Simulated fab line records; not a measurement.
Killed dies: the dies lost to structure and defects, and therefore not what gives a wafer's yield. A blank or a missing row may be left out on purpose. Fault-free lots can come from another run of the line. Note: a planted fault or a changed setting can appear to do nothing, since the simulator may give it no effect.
fab line records ; flow n5-finfet ; part 2 of 2: steps 20 to 26 of 26
record lots=5; wafers=15; last-day=20
route steps=1938 shown GATE_CUT@481
lots that met no fault: from a run of the same line without faults
start-h: hours from the record's first day to the start of the lot's first wafer shown ; wait-h: hours since the lot's step before ; " same as the row above ; L1.1+2: one row covering several wafers at once ; - no value, or no start given ; * or withheld: withheld ; < > ~ a bound
route shown NAME@n: names a module that has steps shown in the file, with the first one's number in the route ; usual: mean and standard deviation over wafers with no fault ; same: alike in all rows ; chamber/n: place in a boat ; sites: readings site by site ; _std_site: how widely they spread, as a standard deviation ; _edge_site: outer sites' mean less inner sites' ; radius-mm: how far each site lies from the wafer's centre ; mask NAME#n: copy n ; behind: tool/chamber where the wafer was last shaped ; hold: why the lot went on hold/how many hours it stayed there/how the hold came to an end ; device: transistor that didn't switch, given as n, p or np ; end of line: the tests these same wafers got at the end of their route ; where a step has no rows: the recipe by itself ; killed: dies that structure and defects cost at the first sort, which is not the same as the wafer's yield ; map: shows each die of a wafer: x if killed, . if not, _ if none is there
set.NAME: setting as actually run; set.NAME@STEP: the setting as run at that earlier step ; model.NAME: the simulator's own value behind a step, which no gauge read
lots seen at some steps along the route; tables by step, rows by wafer
services: the hour from which a tool's chamber was out of use, counted from the record's first day as start-h (under 0 if before that day), plus the number of hours and why
## steps
# step N5_GATE_CUT_CUT_ETCH_53
# recipe chemistry=SF6/Cl2; target=W; mask-material=SiO2; target-depth-a=792; pressure-mtorr=8; icp-w=900; bias-w=80; SF6_flow_sccm=40; Cl2_flow_sccm=60; ends=cleared
# usual drypump-motor-current-A=6.2/0.44; etch-rf-on-time-s=26.5/0.86; oes-product-au=0.70/0.14; throttle-valve-pct=28.8/0.43
lot.wafer;tool;chamber;start-h;wait-h;drypump-motor-current-A;etch-rf-on-time-s;oes-product-au;rf-hours-counter-h;throttle-valve-pct
L077.1;rie-metal-01;1;100.20;0.1;6.7;27.0;0.55;117;29.5
L077.4;rie-metal-01;1;100.20;0.1;6.7;27.1;0.56;-;29.5
L077.6;rie-metal-01;1;100.20;0.1;6.7;27.2;0.56;-;29.5
L079.1;rie-metal-01;1;115.90;0.1;6.7;27.0;0.56;117;29.5
L079.2;rie-metal-01;0;115.90;0.1;6.0;26.1;0.53;141;28.6
L079.3;rie-metal-01;0;115.90;0.1;6.0;26.4;0.54;-;28.6
L084.2;rie-metal-01;1;145.48;0.1;6.7;26.7;0.56;120;29.5
L084.3;rie-metal-01;1;145.48;0.1;6.7;26.7;0.56;-;29.5
L084.6;rie-metal-01;1;145.48;0.1;6.7;27.0;0.56;-;29.5
L088.1;rie-metal-01;1;166.09;0.1;6.7;26.8;0.56;121;29.5
L088.3;rie-metal-01;1;166.09;0.1;6.7;26.5;0.56;-;29.5
L088.4;rie-metal-01;0;166.09;0.1;6.0;26.5;0.86;-;28.7
L090.1;rie-metal-02;1;182.22;0.1;5.7;27.6;0.81;9;28.7
L090.2;rie-metal-02;1;182.22;0.1;5.7;27.4;0.80;-;28.7
L090.5;rie-metal-02;1;182.22;0.1;5.7;27.3;0.82;-;28.7
# step N5_GATE_CUT_CUT_ETCH_54
# recipe chemistry=Cl2/BCl3; target=TiN; mask-material=SiO2; target-depth-a=967; pressure-mtorr=10; icp-w=1000; bias-w=126; Cl2_flow_sccm=53.25; bcl3-flow-sccm=21.75; Ar_flow_sccm=25; ends=cleared
# usual drypump-motor-current-A=6.2/0.44; etch-rf-on-time-s=37.0/1.2; oes-product-au=0.70/0.14; throttle-valve-pct=22.3/0.35
lot.wafer;tool;chamber;start-h;wait-h;drypump-motor-current-A;etch-rf-on-time-s;oes-product-au;rf-hours-counter-h;throttle-valve-pct
L077.1;rie-metal-01;1;100.26;0.0;6.7;38.2;0.56;117;22.8
L077.4;rie-metal-01;1;100.26;0.0;6.7;37.8;0.56;-;22.8
L077.6;rie-metal-01;1;100.26;0.0;6.7;37.6;0.57;-;22.8
L079.1;rie-metal-01;1;115.96;0.0;6.7;37.8;0.56;118;22.8
L079.2;rie-metal-01;0;115.96;0.0;6.0;36.8;0.53;141;22.3
L079.3;rie-metal-01;0;115.96;0.0;6.0;37.0;0.53;-;22.3
L084.2;rie-metal-01;1;145.54;0.0;6.7;37.3;0.57;120;22.8
L084.3;rie-metal-01;1;145.54;0.0;6.7;37.3;0.56;-;22.8
L084.6;rie-metal-01;1;145.54;0.0;6.7;37.5;0.56;-;22.8
L088.1;rie-metal-01;1;166.15;0.0;6.7;37.6;0.56;121;22.8
L088.3;rie-metal-01;1;166.15;0.0;6.7;37.5;0.56;-;22.8
L088.4;rie-metal-01;0;166.15;0.0;6.0;37.2;0.85;-;22.1
L090.1;rie-metal-02;1;182.34;0.1;5.7;38.5;0.81;9;22.1
L090.2;rie-metal-02;1;182.34;0.1;5.7;39.0;0.81;-;22.1
L090.5;rie-metal-02;1;182.34;0.1;5.7;38.6;0.81;-;22.1
# step N5_GATE_CUT_CUT_ETCH_55
# recipe chemistry=BCl3; target=HfO2; mask-material=SiO2; target-depth-a=32; ion-energy-ev=30; pressure-mtorr=5; icp-w=450; bias-w=18; bcl3-flow-sccm=80
# usual drypump-motor-current-A=6.2/0.44; oes-product-au=0.77/0.16; throttle-valve-pct=33.0/0.58
lot.wafer;tool;chamber;start-h;wait-h;drypump-motor-current-A;oes-product-au;rf-hours-counter-h;throttle-valve-pct
L077.1;rie-metal-01;1;100.32;0.0;6.7;0.63;117;33.8
L077.4;rie-metal-01;1;100.32;0.0;6.7;0.63;-;33.9
L077.6;rie-metal-01;1;100.32;0.0;6.7;0.63;-;33.9
L079.1;rie-metal-01;1;116.02;0.0;6.8;0.63;118;33.9
L079.2;rie-metal-01;0;116.02;0.0;6.0;0.58;141;32.4
L079.3;rie-metal-01;0;116.02;0.0;6.0;0.59;-;32.4
L084.2;rie-metal-01;1;145.60;0.0;6.7;0.62;120;33.8
L084.3;rie-metal-01;1;145.60;0.0;6.7;0.63;-;33.9
L084.6;rie-metal-01;1;145.60;0.0;6.7;0.63;-;33.9
L088.1;rie-metal-01;1;166.21;0.0;6.7;0.63;121;33.9
L088.3;rie-metal-01;1;166.21;0.0;6.7;0.63;-;33.9
L088.4;rie-metal-01;0;166.21;0.0;6.0;0.95;-;32.8
L090.1;rie-metal-02;1;182.46;0.1;5.7;0.90;9;32.6
L090.2;rie-metal-02;1;182.46;0.1;5.7;0.91;-;32.6
L090.5;rie-metal-02;1;182.46;0.1;5.7;0.91;-;32.6
# step N5_GATE_CUT_ETCH_47
# recipe chemistry=Cl2/BCl3; target=SiO2; target-depth-a=100; pressure-mtorr=10; icp-w=1000; bias-w=126; Cl2_flow_sccm=53.25; bcl3-flow-sccm=21.75; Ar_flow_sccm=25
# usual drypump-motor-current-A=6.2/0.44; oes-product-au=0.77/0.16; throttle-valve-pct=22.8/0.35
lot.wafer;tool;chamber;start-h;wait-h;drypump-motor-current-A;oes-product-au;rf-hours-counter-h;throttle-valve-pct
L077.1;rie-metal-01;1;100.35;0.0;6.7;0.64;117;23.3
L077.4;rie-metal-01;1;100.35;0.0;6.7;0.63;-;23.3
L077.6;rie-metal-01;1;100.35;0.0;6.7;0.63;-;23.3
L079.1;rie-metal-01;1;116.05;0.0;6.7;0.63;118;23.3
L079.2;rie-metal-01;0;116.05;0.0;6.0;0.58;141;22.8
L079.3;rie-metal-01;0;116.05;0.0;6.0;0.59;-;22.8
L084.2;rie-metal-01;1;145.63;0.0;6.7;0.63;120;23.3
L084.3;rie-metal-01;1;145.63;0.0;6.7;0.62;-;23.3
L084.6;rie-metal-01;1;145.63;0.0;6.7;0.63;-;23.4
L088.1;rie-metal-01;1;166.24;0.0;6.7;0.63;121;23.3
L088.3;rie-metal-01;1;166.24;0.0;6.7;0.63;-;23.3
L088.4;rie-metal-01;0;166.24;0.0;6.0;0.93;-;22.7
L090.1;rie-metal-02;1;182.52;0.1;5.7;0.91;9;22.6
L090.2;rie-metal-02;1;182.52;0.1;5.7;0.90;-;22.6
L090.5;rie-metal-02;1;182.52;0.1;5.7;0.91;-;22.6
# step N5_GATE_CUT_VAPOR_ETCH_48
# recipe chemistry=BCl3/Cl2; target=TiN; mode=isotropic
# usual drypump-motor-current-A=6.2/0.44; oes-product-au=0.77/0.16
lot.wafer;tool;chamber;start-h;wait-h;drypump-motor-current-A;oes-product-au
L077.1;rie-metal-01;1;100.38;0.0;6.7;0.62
L077.4;rie-metal-01;1;100.38;0.0;6.7;0.62
L077.6;rie-metal-01;1;100.38;0.0;6.7;0.62
L079.1;rie-metal-01;1;116.08;0.0;6.7;0.63
L079.2;rie-metal-01;0;116.08;0.0;6.0;0.59
L079.3;rie-metal-01;0;116.08;0.0;6.0;0.59
L084.2;rie-metal-01;1;145.66;0.0;6.7;0.63
L084.3;rie-metal-01;1;145.66;0.0;6.7;0.62
L084.6;rie-metal-01;1;145.66;0.0;6.7;0.63
L088.1;rie-metal-01;1;166.27;0.0;6.7;0.62
L088.3;rie-metal-01;1;166.27;0.0;6.7;0.63
L088.4;rie-metal-01;0;166.27;0.0;6.0;0.94
L090.1;rie-metal-02;1;182.58;0.1;5.7;0.90
L090.2;rie-metal-02;1;182.58;0.1;5.7;0.91
L090.5;rie-metal-02;1;182.58;0.1;5.8;0.90
# step N5_GATE_CUT_VAPOR_ETCH_49
# recipe chemistry=BCl3/Cl2; target=TiAlC; mode=isotropic
# usual drypump-motor-current-A=6.2/0.44; oes-product-au=0.77/0.15
lot.wafer;tool;chamber;start-h;wait-h;drypump-motor-current-A;oes-product-au
L077.1;rie-metal-01;1;100.41;0.0;6.7;0.63
L077.4;rie-metal-01;1;100.41;0.0;6.7;0.62
L077.6;rie-metal-01;1;100.41;0.0;6.7;0.63
L079.1;rie-metal-01;1;116.11;0.0;6.7;0.63
L079.2;rie-metal-01;0;116.11;0.0;6.0;0.59
L079.3;rie-metal-01;0;116.11;0.0;6.0;0.59
L084.2;rie-metal-01;1;145.69;0.0;6.7;0.62
L084.3;rie-metal-01;1;145.69;0.0;6.7;0.63
L084.6;rie-metal-01;1;145.69;0.0;6.7;0.62
L088.1;rie-metal-01;1;166.30;0.0;6.7;0.62
L088.3;rie-metal-01;1;166.30;0.0;6.7;0.62
L088.4;rie-metal-01;0;166.30;0.0;6.0;0.94
L090.1;rie-metal-02;1;182.64;0.1;5.7;0.91
L090.2;rie-metal-02;1;182.64;0.1;5.7;0.91
L090.5;rie-metal-02;1;182.64;0.1;5.7;0.91
# step N5_GATE_CUT_VAPOR_ETCH_51
# recipe chemistry=BCl3/Cl2; target=HfO2; mode=isotropic
# usual drypump-motor-current-A=6.2/0.44; oes-product-au=0.77/0.16
lot.wafer;tool;chamber;start-h;wait-h;drypump-motor-current-A;oes-product-au
L077.1;rie-metal-01;1;100.44;0.0;6.7;0.63
L077.4;rie-metal-01;1;100.44;0.0;6.7;0.63
L077.6;rie-metal-01;1;100.44;0.0;6.7;0.63
L079.1;rie-metal-01;1;116.14;0.0;6.7;0.63
L079.2;rie-metal-01;0;116.14;0.0;6.0;0.59
L079.3;rie-metal-01;0;116.14;0.0;6.0;0.59
L084.2;rie-metal-01;1;145.72;0.0;6.7;0.62
L084.3;rie-metal-01;1;145.72;0.0;6.7;0.63
L084.6;rie-metal-01;1;145.72;0.0;6.7;0.62
L088.1;rie-metal-01;1;166.33;0.0;6.7;0.63
L088.3;rie-metal-01;1;166.33;0.0;6.7;0.62
L088.4;rie-metal-01;0;166.33;0.0;6.0;0.95
L090.1;rie-metal-02;1;182.70;0.1;5.8;0.92
L090.2;rie-metal-02;1;182.70;0.1;5.7;0.91
L090.5;rie-metal-02;1;182.70;0.1;5.7;0.92
## services
tool;chamber;start-h;hours;kind
litho-track-02;-;87.87;-;consumable-replace:filter
rie-diel-05;-;95.09;0.1;repair
euv-scanner-02;-;96.37;0.3;repair
euv-scanner-02;-;115.54;0.6;repair
rie-metal-01;0;116.17;-;clean
rie-metal-01;0;116.17;14.7;scheduled-down
rie-metal-01;0;116.17;14.7;vent-cycle
euv-scanner-02;-;118.24;1.0;pm
euv-scanner-02;-;129.79;0.3;repair
litho-track-05;-;135.46;-;consumable-replace:filter
euv-scanner-02;0;138.71;-;calibration
rie-diel-06;3;141.41;1.3;repair
rie-diel-06;3;156.83;2.9;repair
rie-diel-06;3;159.87;-;clean
rie-diel-06;3;159.87;-;consumable-replace:focus-ring
rie-diel-06;3;159.87;22.0;scheduled-down
rie-diel-06;3;159.87;22.0;vent-cycle
euv-scanner-02;-;174.39;1.0;pm
rie-metal-02;0;178.56;-;clean
rie-metal-02;0;178.56;14.0;scheduled-down
rie-metal-02;0;178.56;14.0;vent-cycle
litho-track-05;-;181.99;-;consumable-replace:filter
